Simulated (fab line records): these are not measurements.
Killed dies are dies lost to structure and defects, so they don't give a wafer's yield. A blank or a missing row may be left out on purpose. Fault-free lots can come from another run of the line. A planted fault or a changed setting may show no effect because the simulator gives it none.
fab line records	flow n5Finfet
record: lots: 24	wafers: 72	lastDay: 18
route steps=1938 shown BEOL_M13@1703 BEOL_M14@1729 BEOL_M15@1773 MIM_TOP_LITHO@1847
lots that met no fault: from a run of the same line without faults
startH: hours from the record's opening day to when the first of the lot's shown wafers began	waitH: hours since the lot's step before	" repeats the value in the row above	L1.1+2: several wafers, shown together as one row	- no value present, or no start provided	* or withheld: withheld	< > ~ a bound
route shown NAME@n: names a module that has steps shown in the file, with the first one's number in the route	usual: mean/standard deviation of fault-free wafers	same: alike in all rows	chamber/n: place in a boat	sites: each site's reading	_std_site: standard deviation across them	_edge_site: mean of outer sites minus mean of inner sites	radiusMm: how far each site lies from the wafer's centre	mask NAME#n: copy n	behind: the most recent tool/chamber to have shaped the wafer	hold: reason for holding the lot/hours on hold/outcome of the hold	device: whichever transistor did not switch (one of n, p or np)	end of line: tests run on the same wafers once the route is complete	a step without rows: its recipe alone	killed: dies that structure and defects cost at the first sort, which is not the same as the wafer's yield	map: shows each die of a wafer: x if killed, . if not, _ if none is there
set.NAME: the setting as run; set.NAME@STEP: as run at that earlier step	model.NAME: the simulator's own value behind a step, which no gauge read
the route's steps for a sample of lots (tables are steps, rows are wafers)
services: a tool's chamber out of use, with start hour (startH, from the record's first day; less than 0 if before it), hours out, and reason
== steps ==
step: N5_BEOL_M13_DEGAS_41
recipe: ambient: vacuum	tempC: 250	timeS: 60
usual: heaterPowerW: 332/28
lot.wafer	tool	chamber	startH	waitH	heaterPowerW
L075.2	pvdSputter-03	-	249.75	0.2	351
L075.4	"	-	"	"	278
L075.5	"	-	"	"	360
L076.1	pvdSputter-01	-	255.96	0.2	350
L076.4	"	-	"	"	322
L076.5	"	-	"	"	350
L074.2	pvdSputter-03	-	258.95	0.3	333
L074.3	"	-	"	"	359
L074.6	"	-	"	"	275
L077.3	pvdSputter-03	-	264.93	0.3	342
L077.5	"	-	"	"	336
L077.6	"	-	"	"	338
L079.2	pvdSputter-03	-	290.11	0.4	350
L079.3	"	-	"	"	341
L079.6	"	-	"	"	279
L078.1	pvdSputter-03	-	290.57	0.5	276
L078.2	"	-	"	"	338
L078.5	"	-	"	"	279
L082.3	pvdSputter-01	-	292.98	0.2	358
L082.5	"	-	"	"	358
L082.6	"	-	"	"	328
L081.1	pvdSputter-03	-	296.52	0.0	337
L081.3	"	-	"	"	347
L081.6	"	-	"	"	346
L080.2	pvdSputter-01	-	297.15	0.1	322
L080.3	"	-	"	"	352
L080.5	"	-	"	"	316
L083.1	pvdSputter-01	-	306.38	0.3	323
L083.2	"	-	"	"	316
L083.6	"	-	"	"	346
L085.1	pvdSputter-02	-	309.82	0.1	425
L085.3	"	-	"	"	364
L085.6	"	-	"	"	421
L084.1	pvdSputter-01	-	315.00	0.1	327
L084.4	"	-	"	"	322
L084.5	"	-	"	"	319
L086.3	pvdSputter-01	-	327.01	0.5	327
L086.4	"	-	"	"	318
L086.5	"	-	"	"	320
L087.2	pvdSputter-03	-	332.12	0.4	348
L087.3	"	-	"	"	275
L087.5	"	-	"	"	353
L088.3	pvdSputter-01	-	332.47	0.4	350
L088.5	"	-	"	"	318
L088.6	"	-	"	"	315
L089.1	pvdSputter-02	-	339.01	0.4	322
L089.2	"	-	"	"	329
L089.3	"	-	"	"	428
L090.2	pvdSputter-03	-	348.32	0.1	335
L090.3	"	-	"	"	359
L090.4	"	-	"	"	340
L091.1	pvdSputter-03	-	350.76	2.0	345
L091.2	"	-	"	"	279
L091.4	"	-	"	"	352
L092.1	pvdSputter-03	-	352.58	0.3	347
L092.2	"	-	"	"	276
L092.3	"	-	"	"	342
L095.2	pvdSputter-03	-	369.39	0.5	345
L095.3	"	-	"	"	342
L095.6	"	-	"	"	339
L093.1	pvdSputter-03	-	377.04	0.8	268
L093.3	"	-	"	"	357
L093.5	"	-	"	"	346
L096.1	pvdSputter-01	-	382.52	0.4	311
L096.3	"	-	"	"	325
L096.4	"	-	"	"	320
L094.1	pvdSputter-01	-	383.00	0.5	317
L094.4	"	-	"	"	320
L094.5	"	-	"	"	324
L097.3	pvdSputter-01	-	398.17	0.2	322
L097.5	"	-	"	"	324
L097.6	"	-	"	"	325
step: N5_BEOL_M14_DESCUM_15
recipe: chemistry: O2	timeS: 7.9	sourcePowerW: 50	biasPowerW: 20	pressureMtorr: 20	rfFrequencyHz: 2.712e+07	tempC: 40	o2FlowSccm: 225
usual: drypumpMotorCurrentA: 5.7/0.52	oesProductAu: 0.78/0.075	rfVppV: 242.9/1.3	showerheadPlenumPTorr: 2.09/0.059	throttleValvePct: 20.49/0.24
lot.wafer	tool	chamber	startH	waitH	drypumpMotorCurrentA	oesProductAu	rfHoursCounterH	rfVppV	showerheadPlenumPTorr	throttleValvePct
L075.2	rieDiel-02	0	251.81	0.1	5.6	0.92	10	243.7	2.16	20.47
L075.4	"	2	"	"	5.8	0.74	202	246.5	2.16	20.47
L075.5	"	1	"	"	6.6	0.72	-	243.2	2.07	20.69
L076.1	rieDiel-04	1	257.85	0.0	6.0	0.69	245	241.9	2.08	20.98
L076.4	"	2	"	"	6.2	0.83	75	241.9	2.02	20.13
L076.5	"	0	"	"	6.8	0.69	-	240.1	1.98	20.85
L074.2	rieDiel-01	2	260.96	0.0	5.1	0.76	119	242.3	2.03	20.50
L074.3	"	0	"	"	5.3	0.82	74	244.7	2.12	20.43
L074.6	"	0	"	"	5.3	0.83	-	243.9	2.12	20.44
L077.3	rieDiel-01	2	267.38	0.1	5.1	0.77	121	240.4	2.03	20.49
L077.5	"	1	"	"	5.4	0.79	-	243.5	2.14	20.46
L077.6	"	2	"	"	5.1	0.77	-	241.0	2.03	20.50
L079.2	rieDiel-02	3	292.63	0.2	5.0	0.70	222	241.2	2.05	20.79
L079.3	"	1	"	"	6.6	0.70	208	241.7	2.07	20.71
L079.6	"	0	"	"	5.6	0.90	-	244.8	2.15	20.50
L078.1	rieDiel-01	1	292.64	0.2	5.4	0.78	106	244.4	2.13	20.49
L078.2	"	3	"	"	6.2	0.78	96	243.3	2.10	19.99
L078.5	"	1	"	"	5.4	0.78	-	243.1	2.13	20.46
L082.3	rieDiel-02	3	294.87	0.0	5.1	0.70	222	242.1	2.05	20.79
L082.5	"	1	"	"	6.6	0.70	-	242.8	2.07	20.72
L082.6	"	2	"	"	5.9	0.72	-	244.9	2.15	20.49
L081.1	rieDiel-01	3	298.54	0.0	6.2	0.79	98	243.3	2.10	19.98
L081.3	"	0	"	"	5.3	0.82	85	245.1	2.11	20.46
L081.6	"	3	"	"	6.3	0.78	-	243.2	2.10	19.99
L080.2	rieDiel-01	2	299.35	0.0	5.2	0.75	131	240.6	2.02	20.51
L080.3	"	3	"	"	6.3	0.77	99	242.9	2.10	20.00
L080.5	"	3	"	"	6.2	0.77	-	244.8	2.10	19.98
L083.1	rieDiel-01	1	308.42	0.0	5.5	0.77	111	243.0	2.13	20.48
L083.2	"	0	"	"	5.3	0.82	88	242.9	2.11	20.48
L083.6	"	2	"	"	5.1	0.75	-	242.5	2.02	20.51
L085.1	rieDiel-01	0	312.02	0.0	5.3	0.82	89	244.6	2.11	20.45
L085.3	"	3	"	"	6.2	0.78	103	241.0	2.10	20.00
L085.6	"	2	"	"	5.1	0.75	-	240.0	2.02	20.53
L084.1	rieDiel-04	2	316.89	0.0	6.1	0.81	100	241.6	2.01	20.15
L084.4	"	1	"	"	6.1	0.95	11	243.0	2.07	20.65
L084.5	"	2	"	"	6.1	0.81	-	240.9	2.01	20.15
L086.3	rieDiel-04	1	328.90	0.0	6.0	0.93	17	242.2	2.07	20.66
L086.4	"	2	"	"	6.1	0.80	-	240.2	2.01	20.19
L086.5	"	3	"	"	5.3	0.71	-	243.4	1.99	20.70
L087.2	rieDiel-01	0	335.00	0.2	5.3	0.80	96	243.8	2.11	20.48
L087.3	"	1	"	"	5.5	0.77	120	242.7	2.13	20.47
L087.5	"	1	"	"	5.5	0.77	-	243.1	2.13	20.48
L088.3	rieDiel-01	2	335.63	0.1	5.1	0.75	144	241.9	2.02	20.54
L088.5	"	3	"	"	6.2	0.77	-	245.0	2.10	20.01
L088.6	"	0	"	"	5.3	0.81	-	241.9	2.11	20.48
L089.1	rieDiel-04	3	341.60	0.7	5.3	0.71	229	240.0	1.99	20.72
L089.2	"	0	"	"	6.8	0.98	3	244.1	2.24	20.54
L089.3	"	2	"	"	6.1	0.80	110	241.9	2.01	20.17
L090.2	rieDiel-04	0	350.38	0.0	6.8	0.98	5	243.0	2.24	20.54
L090.3	"	1	"	"	6.0	0.92	24	242.1	2.07	20.66
L090.4	"	3	"	"	5.3	0.71	231	241.3	1.99	20.73
L091.1	rieDiel-02	3	352.77	0.0	5.0	0.69	242	242.4	2.04	20.82
L091.2	"	1	"	"	6.6	0.68	229	241.5	2.06	20.74
L091.4	"	0	"	"	5.6	0.85	42	243.3	2.15	20.52
L092.1	rieDiel-01	2	355.30	0.0	5.1	0.73	152	241.5	2.01	20.56
L092.2	"	1	"	"	5.4	0.76	129	242.9	2.13	20.52
L092.3	"	3	"	"	6.3	0.76	118	242.8	2.09	20.03
L095.2	rieDiel-02	1	371.51	0.0	6.6	0.67	235	243.8	2.06	20.76
L095.3	"	3	"	"	5.1	0.68	249	242.2	2.04	20.83
L095.6	"	3	"	"	5.0	0.69	-	242.5	2.04	20.82
L093.1	rieDiel-02	2	378.93	0.0	5.8	0.70	247	244.1	2.14	20.54
L093.3	"	0	"	"	5.6	0.83	-	243.8	2.14	20.54
L093.5	"	2	"	"	5.8	0.69	-	243.6	2.14	20.55
L096.1	rieDiel-01	2	384.42	0.0	5.2	0.73	163	241.4	2.01	20.56
L096.3	"	0	"	"	5.3	0.79	115	244.4	2.10	20.48
L096.4	"	3	"	"	6.2	0.75	130	242.6	2.09	20.02
L094.1	rieDiel-04	1	385.06	0.0	6.0	0.89	35	242.0	2.06	20.71
L094.4	"	2	"	"	6.1	0.78	126	242.0	2.00	20.19
L094.5	"	0	"	"	6.8	0.93	-	245.4	2.23	20.55
L097.3	rieDiel-02	1	400.18	0.0	6.6	0.67	246	243.4	2.05	20.75
L097.5	"	1	"	"	6.6	0.67	-	243.4	2.05	20.77
L097.6	"	2	"	"	5.8	0.70	-	243.4	2.14	20.56
step: N5_BEOL_M14_DEGAS_41
recipe: ambient: vacuum	tempC: 300	timeS: 60
usual: heaterPowerW: 470/44
lot.wafer	tool	chamber	startH	waitH	heaterPowerW
L075.2	pvdSputter-03	-	255.81	0.2	505
L075.4	"	-	"	"	495
L075.5	"	-	"	"	491
L076.1	pvdSputter-01	-	259.85	0.0	490
L076.4	"	-	"	"	452
L076.5	"	-	"	"	447
L074.2	pvdSputter-02	-	264.69	0.2	504
L074.3	"	-	"	"	454
L074.6	"	-	"	"	448
L077.3	pvdSputter-01	-	274.22	0.8	454
L077.5	"	-	"	"	453
L077.6	"	-	"	"	502
L079.2	pvdSputter-01	-	296.57	0.0	497
L079.3	"	-	"	"	447
L079.6	"	-	"	"	499
L078.1	pvdSputter-03	-	297.08	0.1	470
L078.2	"	-	"	"	393
L078.5	"	-	"	"	503
L082.3	pvdSputter-03	-	297.44	0.3	508
L082.5	"	-	"	"	491
L082.6	"	-	"	"	390
L081.1	pvdSputter-03	-	304.38	1.7	385
L081.3	"	-	"	"	493
L081.6	"	-	"	"	471
L080.2	pvdSputter-03	-	306.28	0.3	483
L080.3	"	-	"	"	391
L080.5	"	-	"	"	484
L083.1	pvdSputter-03	-	310.46	0.1	502
L083.2	"	-	"	"	500
L083.6	"	-	"	"	499
L085.1	pvdSputter-03	-	315.17	0.3	478
L085.3	"	-	"	"	482
L085.6	"	-	"	"	511
L084.1	pvdSputter-03	-	320.45	1.0	482
L084.4	"	-	"	"	497
L084.5	"	-	"	"	481
L086.3	pvdSputter-03	-	332.68	0.3	478
L086.4	"	-	"	"	500
L086.5	"	-	"	"	476
L087.2	pvdSputter-01	-	340.82	2.2	496
L087.3	"	-	"	"	444
L087.5	"	-	"	"	498
L088.3	pvdSputter-02	-	341.61	0.3	581
L088.5	"	-	"	"	460
L088.6	"	-	"	"	578
L089.1	pvdSputter-02	-	344.45	0.3	448
L089.2	"	-	"	"	486
L089.3	"	-	"	"	439
L090.2	pvdSputter-03	-	354.78	1.8	387
L090.3	"	-	"	"	474
L090.4	"	-	"	"	490
L091.1	pvdSputter-01	-	355.37	0.1	454
L091.2	"	-	"	"	448
L091.4	"	-	"	"	496
L092.1	pvdSputter-02	-	360.93	0.3	583
L092.2	"	-	"	"	488
L092.3	"	-	"	"	451
L095.2	pvdSputter-02	-	376.36	0.8	444
L095.3	"	-	"	"	584
L095.6	"	-	"	"	493
L093.1	pvdSputter-01	-	383.48	0.3	498
L093.3	"	-	"	"	449
L093.5	"	-	"	"	444
L096.1	pvdSputter-03	-	386.45	0.3	479
L096.3	"	-	"	"	486
L096.4	"	-	"	"	390
L094.1	pvdSputter-03	-	387.09	0.1	482
L094.4	"	-	"	"	500
L094.5	"	-	"	"	385
L097.3	pvdSputter-01	-	403.57	0.5	490
L097.5	"	-	"	"	449
L097.6	"	-	"	"	490
step: N5_BEOL_M15_ILD_DEP_00
recipe: material: SiO2	targetThkA: 16293	tempC: 400	precursor: TEOS/O2	pressureTorr: 6.5	rfW: 900	teosFlowSccm: 161.4	gas: O2	flowSccm: 2650	timeS: 346.1
usual: heaterPowerW: 539/98	showerheadPlenumPTorr: 8.36/0.045	throttleValvePct: 18.4/0.73
lot.wafer	tool	chamber	startH	waitH	heaterPowerW	showerheadPlenumPTorr	throttleValvePct
L075.2	pecvd-04	2	257.17	0.0	677	8.28	17.4
L075.4	"	0	"	"	566	8.37	18.3
L075.5	"	1	"	"	453	8.37	17.7
L076.1	pecvd-04	1	261.28	0.0	543	8.38	17.8
L076.4	"	1	"	"	440	8.36	17.8
L076.5	"	0	"	"	741	8.36	18.2
L074.2	pecvd-04	0	266.02	0.0	627	8.36	18.6
L074.3	"	2	"	"	553	8.30	17.4
L074.6	"	1	"	"	431	8.38	18.0
L077.3	pecvd-03	0	275.55	0.0	386	8.41	19.2
L077.5	"	2	"	"	528	8.31	17.6
L077.6	"	0	"	"	489	8.38	19.1
L079.2	pecvd-02	2	298.04	0.0	592	8.41	18.1
L079.3	"	0	"	"	444	8.37	19.6
L079.6	"	2	"	"	435	8.42	17.6
L078.1	pecvd-03	2	298.58	0.0	470	8.33	17.9
L078.2	"	0	"	"	383	8.41	19.3
L078.5	"	1	"	"	719	8.34	18.3
L082.3	pecvd-02	2	299.04	0.0	579	8.43	18.1
L082.5	"	0	"	"	533	8.36	19.9
L082.6	"	2	"	"	432	8.43	17.7
L081.1	pecvd-03	2	305.83	0.0	523	8.31	18.0
L081.3	"	0	"	"	527	8.40	19.2
L081.6	"	0	"	"	380	8.38	19.2
L080.2	pecvd-03	0	307.61	0.0	444	8.40	19.2
L080.3	"	1	"	"	773	8.35	18.2
L080.5	"	0	"	"	502	8.40	19.3
L083.1	pecvd-04	1	311.79	0.0	583	8.36	17.8
L083.2	"	0	"	"	607	8.35	18.2
L083.6	"	2	"	"	541	8.27	17.7
L085.1	pecvd-03	0	316.52	0.0	500	8.41	19.3
L085.3	"	1	"	"	608	8.33	18.4
L085.6	"	0	"	"	387	8.39	19.2
L084.1	pecvd-02	0	322.05	0.0	447	8.39	20.0
L084.4	"	2	"	"	443	8.42	17.8
L084.5	"	0	"	"	526	8.38	19.7
L086.3	pecvd-02	2	335.32	0.0	555	8.40	18.1
L086.4	"	1	"	"	479	8.42	19.1
L086.5	"	0	"	"	517	8.37	20.0
L087.2	pecvd-03	0	342.15	0.0	464	8.39	19.1
L087.3	"	2	"	"	410	8.29	18.1
L087.5	"	2	"	"	504	8.31	18.0
L088.3	pecvd-02	1	343.29	0.0	550	8.43	18.9
L088.5	"	1	"	"	627	8.40	19.0
L088.6	"	2	"	"	437	8.42	18.2
L089.1	pecvd-04	2	345.78	0.0	646	8.29	17.6
L089.2	"	0	"	"	741	8.36	18.5
L089.3	"	1	"	"	570	8.38	17.8
L090.2	pecvd-02	2	356.57	0.0	496	8.43	18.0
L090.3	"	1	"	"	626	8.41	18.8
L090.4	"	1	"	"	483	8.42	19.0
L091.1	pecvd-03	0	357.05	0.0	507	8.39	19.3
L091.2	"	1	"	"	726	8.35	18.3
L091.4	"	1	"	"	583	8.35	18.4
L092.1	pecvd-03	2	362.28	0.0	447	8.31	18.0
L092.2	"	0	"	"	518	8.39	19.3
L092.3	"	1	"	"	756	8.35	18.4
L095.2	pecvd-04	2	377.69	0.0	641	8.30	17.9
L095.3	"	2	"	"	693	8.29	17.6
L095.6	"	1	"	"	429	8.36	17.5
L093.1	pecvd-02	0	384.81	0.0	498	8.36	19.7
L093.3	"	1	"	"	585	8.41	18.8
L093.5	"	2	"	"	436	8.39	18.0
L096.1	pecvd-04	1	387.78	0.0	529	8.36	17.8
L096.3	"	2	"	"	731	8.31	17.7
L096.4	"	1	"	"	430	8.35	17.7
L094.1	pecvd-04	1	389.70	0.0	570	8.36	17.7
L094.4	"	2	"	"	696	8.30	17.8
L094.5	"	2	"	"	549	8.26	17.6
L097.3	pecvd-02	1	405.39	0.0	498	8.42	19.1
L097.5	"	0	"	"	407	8.39	19.6
L097.6	"	1	"	"	606	8.43	18.9
step: N5_BEOL_M15_INSPECT_12
recipe: mode: adi	inspectInstrument: macro
usual: rawDefectCount: 2.1/1.4
lot.wafer	tool	chamber	startH	waitH	rawDefectCount
L075.2	defectInspect-02	-	257.77	0.0	3
L075.4	"	-	"	"	3
L075.5	"	-	"	"	1
L076.1	defectInspect-01	-	261.89	0.0	2
L076.4	"	-	"	"	3
L076.5	"	-	"	"	2
L074.2	defectInspect-02	-	266.75	0.0	0
L074.3	"	-	"	"	2
L074.6	"	-	"	"	0
L077.3	defectInspect-01	-	276.29	0.0	1
L077.5	"	-	"	"	3
L077.6	"	-	"	"	2
L079.2	defectInspect-02	-	298.65	0.0	4
L079.3	"	-	"	"	3
L079.6	"	-	"	"	3
L078.1	defectInspect-02	-	299.31	0.0	0
L078.2	"	-	"	"	3
L078.5	"	-	"	"	2
L082.3	defectInspect-02	-	299.78	0.0	1
L082.5	"	-	"	"	0
L082.6	"	-	"	"	1
L081.1	defectInspect-02	-	306.56	0.0	2
L081.3	"	-	"	"	1
L081.6	"	-	"	"	4
L080.2	defectInspect-02	-	308.22	0.0	1
L080.3	"	-	"	"	0
L080.5	"	-	"	"	3
L083.1	defectInspect-01	-	312.40	0.0	1
L083.2	"	-	"	"	3
L083.6	"	-	"	"	2
L085.1	defectInspect-02	-	317.12	0.0	4
L085.3	"	-	"	"	2
L085.6	"	-	"	"	2
L084.1	defectInspect-01	-	322.65	0.0	1
L084.4	"	-	"	"	0
L084.5	"	-	"	"	2
L086.3	defectInspect-01	-	335.93	0.0	2
L086.4	"	-	"	"	1
L086.5	"	-	"	"	2
L087.2	defectInspect-01	-	342.88	0.0	3
L087.3	"	-	"	"	2
L087.5	"	-	"	"	2
L088.3	defectInspect-01	-	344.03	0.0	2
L088.5	"	-	"	"	1
L088.6	"	-	"	"	2
L089.1	defectInspect-01	-	346.39	0.0	3
L089.2	"	-	"	"	7
L089.3	"	-	"	"	2
L090.2	defectInspect-01	-	357.19	0.0	4
L090.3	"	-	"	"	4
L090.4	"	-	"	"	3
L091.1	defectInspect-01	-	357.79	0.0	4
L091.2	"	-	"	"	2
L091.4	"	-	"	"	2
L092.1	defectInspect-02	-	363.01	0.0	1
L092.2	"	-	"	"	3
L092.3	"	-	"	"	4
L095.2	defectInspect-01	-	378.55	0.0	4
L095.3	"	-	"	"	2
L095.6	"	-	"	"	4
L093.1	defectInspect-01	-	385.54	0.0	2
L093.3	"	-	"	"	0
L093.5	"	-	"	"	1
L096.1	defectInspect-01	-	388.49	0.0	2
L096.3	"	-	"	"	6
L096.4	"	-	"	"	0
L094.1	defectInspect-02	-	390.57	0.0	1
L094.4	"	-	"	"	2
L094.5	"	-	"	"	2
L097.3	defectInspect-02	-	406.12	0.0	1
L097.5	"	-	"	"	2
L097.6	"	-	"	"	4
step: N5_MIM_TOP_LITHO_CD_MEAS_08
recipe: targetCdNm: 2000	landingEnergyEv: 500	detector: seInlens
usual: cdNm: 1999.6/2.1
lot.wafer	tool	chamber	startH	waitH	cdNm
L075.2	cdSem-03	0	268.88	-	1999.8
L075.4	"	0	"	"	1999.9
L075.5	"	0	"	"	2000.7
L076.1	cdSem-03	0	273.09	-	2002.8
L076.4	"	0	"	"	1999.3
L076.5	"	0	"	"	2000.8
L074.2	cdSem-03	0	279.32	-	1998.0
L074.3	"	0	"	"	1997.0
L074.6	"	0	"	"	1999.5
L077.3	cdSem-01	0	284.50	-	2002.6
L077.5	"	0	"	"	2003.4
L077.6	"	0	"	"	2002.4
L079.2	cdSem-03	0	309.46	-	1999.1
L079.3	"	0	"	"	2001.2
L079.6	"	0	"	"	1998.1
L078.1	cdSem-02	0	309.49	-	1998.8
L078.2	"	0	"	"	1998.3
L078.5	"	0	"	"	1998.5
L082.3	cdSem-03	0	309.94	-	1998.6
L082.5	"	0	"	"	2003.1
L082.6	"	0	"	"	2000.1
L081.1	cdSem-02	0	313.64	-	1996.7
L081.3	"	0	"	"	1996.0
L081.6	"	0	"	"	1998.1
L080.2	cdSem-03	0	316.56	-	1999.6
L080.3	"	0	"	"	1998.6
L080.5	"	0	"	"	2000.0
L083.1	cdSem-03	0	321.74	-	2001.8
L083.2	"	0	"	"	2001.1
L083.6	"	0	"	"	2002.1
L085.1	cdSem-03	0	326.02	-	1998.1
L085.3	"	0	"	"	2001.6
L085.6	"	0	"	"	1996.5
L084.1	cdSem-03	0	331.77	-	2000.5
L084.4	"	0	"	"	1997.0
L084.5	"	0	"	"	1995.9
L086.3	cdSem-03	0	342.65	-	1998.3
L086.4	"	0	"	"	1998.6
L086.5	"	0	"	"	2001.4
L087.2	cdSem-02	0	355.13	-	1999.2
L087.3	"	0	"	"	1999.5
L087.5	"	0	"	"	1998.3
L088.3	cdSem-02	0	356.35	-	2000.4
L088.5	"	0	"	"	1999.7
L088.6	"	0	"	"	2001.7
L089.1	cdSem-03	0	356.92	-	2000.0
L089.2	"	0	"	"	2001.8
L089.3	"	0	"	"	2001.6
L090.2	cdSem-03	0	368.66	-	1998.2
L090.3	"	0	"	"	1998.5
L090.4	"	0	"	"	2002.1
L091.1	cdSem-03	0	368.98	-	2001.4
L091.2	"	0	"	"	1997.7
L091.4	"	0	"	"	1997.3
L092.1	cdSem-03	0	373.40	-	1996.7
L092.2	"	0	"	"	2001.8
L092.3	"	0	"	"	1997.4
L095.2	cdSem-02	0	387.52	-	1999.1
L095.3	"	0	"	"	1995.8
L095.6	"	0	"	"	2000.0
L093.1	cdSem-02	0	395.13	-	2002.5
L093.3	"	0	"	"	2000.0
L093.5	"	0	"	"	2003.3
L094.1	cdSem-03	0	399.64	-	1998.3
L094.4	"	0	"	"	1998.3
L094.5	"	0	"	"	2001.9
L096.1	cdSem-01	0	400.17	-	2001.2
L096.3	"	0	"	"	2000.9
L096.4	"	0	"	"	2001.5
L097.3	cdSem-03	0	415.77	-	2001.1
L097.5	"	0	"	"	2000.3
L097.6	"	0	"	"	2001.1
== services ==
tool	chamber	startH	hours	kind
rieDiel-01	-	226.88	11.4	repair
pvdSputter-02	-	239.55	2.6	repair
pecvd-02	0	254.05	5.5	scheduledDown
pecvd-02	2	259.51	2.1	scheduledDown
rieDiel-02	0	269.78	9.7	repair
rieDiel-01	-	271.78	1.1	repair
pecvd-04	1	274.60	19.2	repair
pecvd-03	1	283.41	2.1	scheduledDown
pecvd-02	0	285.39	2.1	scheduledDown
pvdSputter-01	-	306.96	5.3	repair
pecvd-04	-	312.91	0.8	repair
pecvd-03	1	341.80	5.4	repair
pvdSputter-01	-	347.23	7.8	repair
pvdSputter-01	-	365.53	1.5	repair
rieDiel-02	1	377.66	3.6	repair
pecvd-03	1	383.66	-	clean
pecvd-03	1	383.66	-	consumableReplace:showerhead
pecvd-03	1	383.66	29.0	scheduledDown
pecvd-03	1	383.66	29.0	ventCycle
pecvd-04	0	385.38	5.5	scheduledDown
rieDiel-04	3	391.70	8.2	repair
rieDiel-02	2	400.89	3.5	repair
rieDiel-01	-	405.13	0.6	repair
rieDiel-04	2	405.32	9.0	repair
== key ==
fault none
